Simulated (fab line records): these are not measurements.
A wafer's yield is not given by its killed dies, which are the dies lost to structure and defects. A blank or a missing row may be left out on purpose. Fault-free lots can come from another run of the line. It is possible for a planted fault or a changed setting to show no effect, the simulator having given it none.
Split-lot study :: flow n5Finfet :: 39 wafers read from 7 lots, route of 1938 steps

## ON THE SPLIT
At N5_PASSIVATION_ETCH_54 (etches SiO2 in CHF3/O2, target depth 880 nm, time 440 s), the setting timeS was moved away from the recipe's 440 s on 15 of the 39 wafers read, by -55.6% to +35.8%. This setting was run at the recipe's value on the other wafers.

Reading taken at the split's own step.

## THE READING
etch.depthNm (the simulator's own value, which no gauge read), in nm, at N5_PASSIVATION_ETCH_54 (etches SiO2 in CHF3/O2, target depth 880 nm, time 440 s). The file does not state a usual value for it. Here, 24 wafers ran the recipe; their average is 885.1 nm with a standard deviation of 22 nm.

wafer: L076.1
tool, chamber at the split: rieDiel-06, 2
timeS as run, s: 597.4
against the recipe: +35.8%
etch.depthNm, nm: 1213
against lot-mates on the recipe: +321.8

wafer: L076.2
tool, chamber at the split: rieDiel-06, 0
timeS as run, s: 597.4
against the recipe: +35.8%
etch.depthNm, nm: 1156
against lot-mates on the recipe: +264.8

wafer: L076.3
tool, chamber at the split: rieDiel-06, 3
timeS as run, s: 597.4
against the recipe: +35.8%
etch.depthNm, nm: 1238
against lot-mates on the recipe: +346.8

wafer: L076.4
tool, chamber at the split: rieDiel-06, 3
timeS as run, s: 440
against the recipe: recipe
etch.depthNm, nm: 907
against lot-mates on the recipe: -

wafer: L076.5
tool, chamber at the split: rieDiel-06, 2
timeS as run, s: 440
against the recipe: recipe
etch.depthNm, nm: 901.7
against lot-mates on the recipe: -

wafer: L076.6
tool, chamber at the split: rieDiel-06, 0
timeS as run, s: 440
against the recipe: recipe
etch.depthNm, nm: 864.9
against lot-mates on the recipe: -

wafer: L077.1
tool, chamber at the split: rieDiel-06, 0
timeS as run, s: 535.9
against the recipe: +21.8%
etch.depthNm, nm: 1036
against lot-mates on the recipe: +155.9

wafer: L077.2
tool, chamber at the split: rieDiel-06, 1
timeS as run, s: 440
against the recipe: recipe
etch.depthNm, nm: 857.4
against lot-mates on the recipe: -

wafer: L077.3
tool, chamber at the split: rieDiel-06, 3
timeS as run, s: 440
against the recipe: recipe
etch.depthNm, nm: 897.9
against lot-mates on the recipe: -

wafer: L077.4
tool, chamber at the split: rieDiel-06, 2
timeS as run, s: 440
against the recipe: recipe
etch.depthNm, nm: 885
against lot-mates on the recipe: -

wafer: L077.5
tool, chamber at the split: rieDiel-06, 1
timeS as run, s: 535.9
against the recipe: +21.8%
etch.depthNm, nm: 1042
against lot-mates on the recipe: +161.9

wafer: L077.6
tool, chamber at the split: rieDiel-06, 2
timeS as run, s: 535.9
against the recipe: +21.8%
etch.depthNm, nm: 1078
against lot-mates on the recipe: +197.9

wafer: L084.1
tool, chamber at the split: rieDiel-05, 3
timeS as run, s: 343.6
against the recipe: -21.9%
etch.depthNm, nm: 684.8
against lot-mates on the recipe: -208.6

wafer: L084.2
tool, chamber at the split: rieDiel-05, 1
timeS as run, s: 440
against the recipe: recipe
etch.depthNm, nm: 896.3
against lot-mates on the recipe: -

wafer: L084.3
tool, chamber at the split: rieDiel-05, 0
timeS as run, s: 440
against the recipe: recipe
etch.depthNm, nm: 875.8
against lot-mates on the recipe: -

wafer: L084.4
tool, chamber at the split: rieDiel-05, 2
timeS as run, s: 343.6
against the recipe: -21.9%
etch.depthNm, nm: 691.6
against lot-mates on the recipe: -201.8

wafer: L084.5
tool, chamber at the split: rieDiel-05, 0
timeS as run, s: 343.6
against the recipe: -21.9%
etch.depthNm, nm: 688.8
against lot-mates on the recipe: -204.6

wafer: L084.6
tool, chamber at the split: rieDiel-05, 1
timeS as run, s: 440
against the recipe: recipe
etch.depthNm, nm: 908.1
against lot-mates on the recipe: -

wafer: L082.1
tool, chamber at the split: rieDiel-04, 2
timeS as run, s: 195.3
against the recipe: -55.6%
etch.depthNm, nm: 380.8
against lot-mates on the recipe: -534.8

wafer: L082.2
tool, chamber at the split: rieDiel-04, 0
timeS as run, s: 440
against the recipe: recipe
etch.depthNm, nm: 924.8
against lot-mates on the recipe: -

wafer: L082.3
tool, chamber at the split: rieDiel-04, 3
timeS as run, s: 195.3
against the recipe: -55.6%
etch.depthNm, nm: 396.6
against lot-mates on the recipe: -519.0

wafer: L082.4
tool, chamber at the split: rieDiel-04, 1
timeS as run, s: 440
against the recipe: recipe
etch.depthNm, nm: 908.8
against lot-mates on the recipe: -

wafer: L082.5
tool, chamber at the split: rieDiel-04, 0
timeS as run, s: 440
against the recipe: recipe
etch.depthNm, nm: 913.1
against lot-mates on the recipe: -

wafer: L082.6
tool, chamber at the split: rieDiel-04, 3
timeS as run, s: 195.3
against the recipe: -55.6%
etch.depthNm, nm: 394.6
against lot-mates on the recipe: -521.0

wafer: L087.1
tool, chamber at the split: rieDiel-06, 2
timeS as run, s: 440
against the recipe: recipe
etch.depthNm, nm: 894
against lot-mates on the recipe: -

wafer: L087.2
tool, chamber at the split: rieDiel-06, 1
timeS as run, s: 440
against the recipe: recipe
etch.depthNm, nm: 859.7
against lot-mates on the recipe: -

wafer: L087.3
tool, chamber at the split: rieDiel-06, 3
timeS as run, s: 440
against the recipe: recipe
etch.depthNm, nm: 911.2
against lot-mates on the recipe: -

wafer: L087.4
tool, chamber at the split: rieDiel-06, 0
timeS as run, s: 440
against the recipe: recipe
etch.depthNm, nm: 861.1
against lot-mates on the recipe: -

wafer: L087.5
tool, chamber at the split: rieDiel-06, 1
timeS as run, s: 440
against the recipe: recipe
etch.depthNm, nm: 850.6
against lot-mates on the recipe: -

wafer: L087.6
tool, chamber at the split: rieDiel-06, 0
timeS as run, s: 440
against the recipe: recipe
etch.depthNm, nm: 859.2
against lot-mates on the recipe: -

wafer: L088.2
tool, chamber at the split: rieDiel-06, 1
timeS as run, s: 440
against the recipe: recipe
etch.depthNm, nm: 856.5
against lot-mates on the recipe: -

wafer: L088.3
tool, chamber at the split: rieDiel-06, 3
timeS as run, s: 440
against the recipe: recipe
etch.depthNm, nm: 886.2
against lot-mates on the recipe: -

wafer: L088.6
tool, chamber at the split: rieDiel-06, 3
timeS as run, s: 440
against the recipe: recipe
etch.depthNm, nm: 896.2
against lot-mates on the recipe: -

wafer: L097.1
tool, chamber at the split: rieDiel-06, 3
timeS as run, s: 234.4
against the recipe: -46.7%
etch.depthNm, nm: 479.1
against lot-mates on the recipe: -396.7

wafer: L097.2
tool, chamber at the split: rieDiel-06, 0
timeS as run, s: 234.4
against the recipe: -46.7%
etch.depthNm, nm: 453.8
against lot-mates on the recipe: -422.0

wafer: L097.3
tool, chamber at the split: rieDiel-06, 2
timeS as run, s: 440
against the recipe: recipe
etch.depthNm, nm: 871
against lot-mates on the recipe: -

wafer: L097.4
tool, chamber at the split: rieDiel-06, 1
timeS as run, s: 440
against the recipe: recipe
etch.depthNm, nm: 852.9
against lot-mates on the recipe: -

wafer: L097.5
tool, chamber at the split: rieDiel-06, 3
timeS as run, s: 440
against the recipe: recipe
etch.depthNm, nm: 903.4
against lot-mates on the recipe: -

wafer: L097.6
tool, chamber at the split: rieDiel-06, 2
timeS as run, s: 234.4
against the recipe: -46.7%
etch.depthNm, nm: 463.4
against lot-mates on the recipe: -412.4

FIT RESULTS
A straight line over all 39 wafers: etch.depthNm changes by +8.81 nm for each +1% of timeS; r = +0.99; the points scatter about the line by 23 nm.
The same after taking each lot's own level away (the mean of its wafers on the recipe; 39 wafers): +8.98 nm for each +1%; r = +1.00; scatter 21 nm.
The reading moves by 5e+02 nm for the largest change in timeS, on that fit.
Measured against the standard deviation above, the lots' own levels, which go from 872.63 to 915.57 nm, span 1.9 times it.
Hence the lot-to-lot level has little effect on the slope; both slopes agree.
Check: -499 nm against its lot-mates is what the line predicts for one of the wafers moved furthest among these (-55.6%) when that wafer is left out of the fit. Against them it came out at -535 nm.

## THE WHOLE CHAIN: every reading that the file lists as answering this split, in the file's order
step: N5_PASSIVATION_ETCH_54
what it does: etches SiO2 in CHF3/O2, target depth 880 nm, time 440 s
reading: PASSIVATION.featureDepthNm (the simulator's own value, which no gauge read)
change (the file's fit): +9.02 nm for each +1% of the setting
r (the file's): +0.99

step: N5_PASSIVATION_ETCH_54
what it does: etches SiO2 in CHF3/O2, target depth 880 nm, time 440 s
reading: etch.depthNm (the simulator's own value, which no gauge read)
change (the file's fit): +9.02 nm for each +1% of the setting
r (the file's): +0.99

step: N5_PASSIVATION_PROBE_49
what it does: 
reading: killedAtOther
change (the file's fit): not straight: 92.7 at the lowest setting, 3.9 at the recipe, 3.3 at the highest
r (the file's): not given

## THE FILE'S OWN FIT
etch.depthNm changes by +9.02 nm for each +1% of timeS, r = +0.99.
